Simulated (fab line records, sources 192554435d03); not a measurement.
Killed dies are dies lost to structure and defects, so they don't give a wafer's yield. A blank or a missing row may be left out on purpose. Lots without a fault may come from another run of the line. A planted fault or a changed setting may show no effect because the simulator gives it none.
Which tool did it? | flow n5_finfet | 10 lots, 29 wafers sampled, at 6 steps of a route of 1938

WHAT THE GAUGES READ, wafer by wafer
N5_BEOL_M3_CD_MEAS_18: pitch 36 nm, target cd 18 nm. Usual: cd_nm 18.1 nm, standard deviation 0.32.
lot  | measured     | on        | cd_nm (nm)     | flag
L571 | day 7 09:25  | cd_sem-01 | 17.6 18.6 18.3 |
L574 | day 7 15:41  | cd_sem-03 | 17.8 17.7 18.9 |
L573 | day 7 15:47  | cd_sem-03 | 18.3 18.4 17.8 |
L580 | day 9 07:16  | cd_sem-02 | 18.1 17.7 17.4 |
L581 | day 9 15:13  | cd_sem-02 | 17.8 17.7 18.0 |
L582 | day 9 20:34  | cd_sem-02 | 17.6 18.0 18.3 |
L583 | day 10 14:41 | cd_sem-03 | 18.4 18.4 18.0 |
L590 | day 11 16:12 | cd_sem-02 | 18.0 18.1      |
L592 | day 12 14:23 | cd_sem-01 | 18.0 18.1 18.6 |
L594 | day 12 17:34 | cd_sem-03 | 18.1 18.4 18.1 |

N5_BEOL_M3_CD_MEAS_28: target cd 25.7 nm, target cd y 23.3 nm. Usual: cd_nm 25.69 nm, standard deviation 0.22.
lot  | measured     | on        | cd_nm (nm)        | flag
L571 | day 7 09:44  | cd_sem-01 | 25.81 25.94 25.53 |
L574 | day 7 16:01  | cd_sem-01 | 25.97 25.42 25.93 |
L573 | day 7 16:06  | cd_sem-02 | 26.04 25.49 25.69 |
L580 | day 9 07:35  | cd_sem-02 | 25.33 25.61 25.41 |
L581 | day 9 15:31  | cd_sem-03 | 25.65 25.67 25.73 |
L582 | day 9 20:53  | cd_sem-03 | 25.65 25.68 26.24 |
L583 | day 10 15:00 | cd_sem-01 | 25.77 25.54 25.74 |
L590 | day 11 16:31 | cd_sem-02 | 25.70 25.70       |
L592 | day 12 14:50 | cd_sem-02 | 25.45 25.67 25.80 |
L594 | day 12 17:53 | cd_sem-02 | 25.53 25.63 25.68 |

N5_BEOL_M3_OCD_MEAS_38. Usual: trench_depth_nm 55.3 nm, standard deviation 0.85.
lot  | measured     | on     | trench_depth_nm (nm) | flag
L571 | day 7 11:26  | ocd-02 | 56.4 55.6 55.6       |
L574 | day 8 01:20  | ocd-02 | 54.9 57.3 56.7       |
L573 | day 8 02:51  | ocd-01 | 55.4 55.4 55.6       |
L580 | day 9 13:13  | ocd-01 | 54.5 54.0 53.7       |
L581 | day 9 19:37  | ocd-01 | 53.8 54.4 54.3       |
L582 | day 9 23:33  | ocd-01 | 54.0 53.6 53.8       |
L583 | day 10 18:32 | ocd-01 | 55.2 56.0 55.5       |
L590 | day 11 21:43 | ocd-02 | 55.2 54.1            |
L592 | day 12 17:15 | ocd-01 | 55.7 51.9 51.8       |
L594 | day 12 18:51 | ocd-01 | 56.0 55.1 54.4       |

N5_BEOL_M4_RC_MEAS_101. Usual: DIBL_N 37.1 mV/V, standard deviation 1.9; DIBL_P 37.2 mV/V, standard deviation 2.3; IOFF_N 0.18 nA/um, standard deviation 0.04; IOFF_P 0.23 nA/um, standard deviation 0.044; ION_N 682 uA/um, standard deviation 11; ION_P 468 uA/um, standard deviation 8.6; SS_N 71.9 mV/dec, standard deviation 0.68; SS_P 73.5 mV/dec, standard deviation 0.74; VT_N 248 mV, standard deviation 3.4; VT_P -248 mV, standard deviation 3.4.
lot  | measured     | on        | DIBL_N (mV/V)  | DIBL_P (mV/V)  | IOFF_N (nA/um) | IOFF_P (nA/um) | ION_N (uA/um) | ION_P (uA/um) | SS_N (mV/dec)  | SS_P (mV/dec)  | VT_N (mV)   | VT_P (mV)      | flag
L571 | day 8 02:03  | prober-01 | 38.1 35.5 38.4 | 37.9 34.4 37.7 | 0.19 0.13 0.19 | 0.25 0.20 0.25 | 676 668 679   | 471 460 465   | 71.6 71.4 72.1 | 73.4 72.3 73.3 | 248 254 250 | -247 -250 -248 |
L574 | day 8 19:58  | prober-02 | 38.1 35.6 35.8 | 37.6 34.7 34.2 | 0.21 0.15 0.16 | 0.31 0.24 0.24 | 687 673 680   | 479 473 473   | 72.3 71.4 70.9 | 74.1 73.8 73.1 | 246 248 247 | -240 -245 -246 |
L573 | day 8 23:04  | prober-02 | 33.6 35.1 34.7 | 34.6 36.4 36.5 | 0.13 0.16 0.15 | 0.19 0.22 0.22 | 662 683 676   | 461 468 475   | 71.1 71.5 71.6 | 73.4 74.3 73.2 | 254 251 252 | -249 -245 -249 |
L580 | day 10 00:47 | prober-02 | 35.6 36.6 37.1 | 34.3 35.9 36.2 | 0.13 0.17 0.17 | 0.16 0.19 0.20 | 683 696 693   | 460 481 474   | 71.8 71.9 71.8 | 72.7 72.9 73.7 | 252 249 248 | -254 -253 -252 |
L581 | day 10 10:13 | prober-01 | 36.6 34.3 34.6 | 38.5 37.1 35.9 | 0.17 0.14 0.14 | 0.20 0.18 0.17 | 685 676 675   | 461 461 456   | 71.6 70.7 71.0 | 74.0 73.0 72.0 | 249 254 251 | -254 -251 -255 |
L582 | day 10 19:17 | prober-02 | 38.6 39.9 34.0 | 40.8 42.4 34.9 | 0.19 0.22 0.12 | 0.26 0.29 0.18 | 694 702 671   | 468 486 468   | 72.2 71.9 70.4 | 74.1 75.0 72.1 | 248 246 254 | -250 -244 -251 |
L583 | day 11 07:41 | prober-01 | 39.4 37.2 39.0 | 41.0 37.9 41.0 | 0.24 0.19 0.24 | 0.35 0.27 0.34 | 692 693 710   | 477 473 485   | 72.1 71.9 73.3 | 74.1 74.3 74.0 | 243 245 242 | -243 -247 -242 |
L590 | day 12 12:32 | prober-01 | 36.9 37.8      | 35.7 35.7      | 0.17 0.19      | 0.18 0.19      | 666 670       | 444 452       | 73.2 73.0      | 73.4 73.2      | 250 251     | -256 -253      |
L592 | day 13 07:31 | prober-02 | 35.7 40.3 36.5 | 36.0 39.2 36.0 | 0.16 0.23 0.16 | 0.20 0.24 0.20 | 685 684 685   | 469 461 468   | 70.9 72.7 71.6 | 73.0 74.4 73.3 | 248 245 249 | -250 -252 -253 |
L594 | day 13 09:58 | prober-02 | 36.4 36.8 37.0 | 36.7 36.7 37.2 | 0.17 0.17 0.18 | 0.21 0.22 0.23 | 672 671 675   | 459 454 460   | 71.2 72.2 71.9 | 73.0 73.5 73.8 | 248 248 247 | -252 -250 -250 |

WHICH TOOL RAN EACH LOT (tool, then ch and the chambers of the sampled wafers, then the start)
lot  | N5_BEOL_M3_TRENCH_ETCH_37          | N5_BEOL_M3_PRE_CLEAN_45
L571 | rie_diel-02 ch 1,3, day 7 11:17    | pvd_sputter-03, day 7 11:40
L574 | rie_diel-02 ch 0,2, day 8 01:11    | pvd_sputter-01, day 8 02:22
L573 | rie_diel-04 ch 1,2,3, day 8 02:41  | pvd_sputter-01, day 8 03:16
L580 | rie_diel-06 ch 1,2, day 9 13:04    | pvd_sputter-01, day 9 13:35
L581 | rie_diel-06 ch 0,2,3, day 9 19:28  | pvd_sputter-03, day 9 20:16
L582 | rie_diel-06 ch 0,2,3, day 9 23:24  | pvd_sputter-02, day 9 23:53
L583 | rie_diel-04 ch 1,2,3, day 10 18:23 | pvd_sputter-03, day 10 19:33
L590 | rie_diel-04 ch 1,2, day 11 21:34   | pvd_sputter-02, day 11 22:11
L592 | rie_diel-02 ch 1,3, day 12 17:05   | pvd_sputter-02, day 12 17:47
L594 | rie_diel-04 ch 2,3, day 12 18:42   | pvd_sputter-03, day 12 19:28
- N5_BEOL_M3_TRENCH_ETCH_37: etches SiOC in C4F6/O2, target depth 55.555 nm, time 29.2 s.
- N5_BEOL_M3_PRE_CLEAN_45: time 30 s.

WHAT THE TOOLS THEMSELVES READ (means of the sampled wafers that have a number; where no wafer has one, the mark that the record gives instead)
N5_BEOL_M3_TRENCH_ETCH_37. Usual: bias_w 185.0 W, standard deviation 0.47; chamber_pressure_mTorr 29.999 mTorr, standard deviation 0.026; drypump_motor_current_A 5.7 A, standard deviation 0.38; oes_product_au 0.81 a.u., standard deviation 0.067; rf_vpp_V 662 V, standard deviation 8.8; showerhead_plenum_p_Torr 2.87 Torr, standard deviation 0.11; throttle_valve_pct 20.80 %, standard deviation 0.27.
lot  | tool        | bias_w (W) | chamber_pressure_mTorr (mTorr) | drypump_motor_current_A (A) | oes_product_au (a.u.) | rf_vpp_V (V) | showerhead_plenum_p_Torr (Torr) | throttle_valve_pct (%) | flag
L571 | rie_diel-02 | 185.0      | 29.994                         | 5.8                         | 0.89                  | 658          | 3.01                            | 20.50                  |
L574 | rie_diel-02 | 185.0      | 30.014                         | 5.6                         | 0.77                  | 664          | 2.91                            | 21.18                  |
L573 | rie_diel-04 | 184.9      | 30.022                         | 5.7                         | 0.81                  | 660          | 2.82                            | 20.91                  |
L580 | rie_diel-06 | 185.4      | 30.019                         | 6.1                         | 0.82                  | 666          | 2.91                            | 20.60                  |
L581 | rie_diel-06 | 185.0      | 29.996                         | 5.7                         | 0.75                  | 670          | 2.87                            | 20.74                  |
L582 | rie_diel-06 | 185.3      | 30.003                         | 5.8                         | 0.75                  | 671          | 2.87                            | 20.73                  |
L583 | rie_diel-04 | 184.9      | 29.983                         | 5.6                         | 0.79                  | 660          | 2.82                            | 20.94                  |
L590 | rie_diel-04 | 185.1      | 30.023                         | 5.4                         | 0.74                  | 664          | 2.78                            | 20.96                  |
L592 | rie_diel-02 | 158.8      | 29.996                         | 5.8                         | 0.80                  | 583          | 3.00                            | 20.51                  | OFF
L594 | rie_diel-04 | 185.3      | 30.015                         | 5.6                         | 0.81                  | 654          | 2.78                            | 20.94                  |

N5_BEOL_M3_PRE_CLEAN_45. Usual: heater_power_w 354 W, standard deviation 28.
lot  | tool           | heater_power_w (W) | flag
L571 | pvd_sputter-03 | 360                |
L574 | pvd_sputter-01 | 334                |
L573 | pvd_sputter-01 | 336                |
L580 | pvd_sputter-01 | 319                |
L581 | pvd_sputter-03 | 315                |
L582 | pvd_sputter-02 | 366                |
L583 | pvd_sputter-03 | 336                |
L590 | pvd_sputter-02 | 370                |
L592 | pvd_sputter-02 | 371                |
L594 | pvd_sputter-03 | 327                |

THE ANSWER, worked out from the rows above alone
Rule: a lot is off if the mean of its wafers that have a number lies more than 3 standard deviations from the usual mean. A lot without any number at a reading at which 4 lots or more have one is off too. The other lots that the step has rows for count as sound. The gauges are gone through in route order, then the tools' own readings, and for those a lot's mean is taken as printed above. The first step at which some lot is off is used, and at that step the reading that is off furthest; a lot without a number counts as furthest.
Off: L592, at N5_BEOL_M3_TRENCH_ETCH_37 (bias_w).
A tool fits if, at that step or a process step before it, it ran every lot that is off, and no sound lot after the first of them. One fits: rie_diel-02 at N5_BEOL_M3_TRENCH_ETCH_37. Its last sound lot is L574 (day 8 01:11), its first lot that is off L592 (day 12 17:05): a fault that began between those two fits.
The tool's own readings at N5_BEOL_M3_TRENCH_ETCH_37 bear it out: on the lots that are off they differ by more than 5 times the standard deviation of the sound lots' means. bias_w reads 158.8 W there against 185.1 W on the sound lots; rf_vpp_V reads 583 V there against 663 V on the sound lots.

WHAT THE SIMULATOR HAD PUT IN
Process parameter drift: rie_diel-02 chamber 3, from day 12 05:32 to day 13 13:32, at N5_BEOL_M3_TRENCH_ETCH_37. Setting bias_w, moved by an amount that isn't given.
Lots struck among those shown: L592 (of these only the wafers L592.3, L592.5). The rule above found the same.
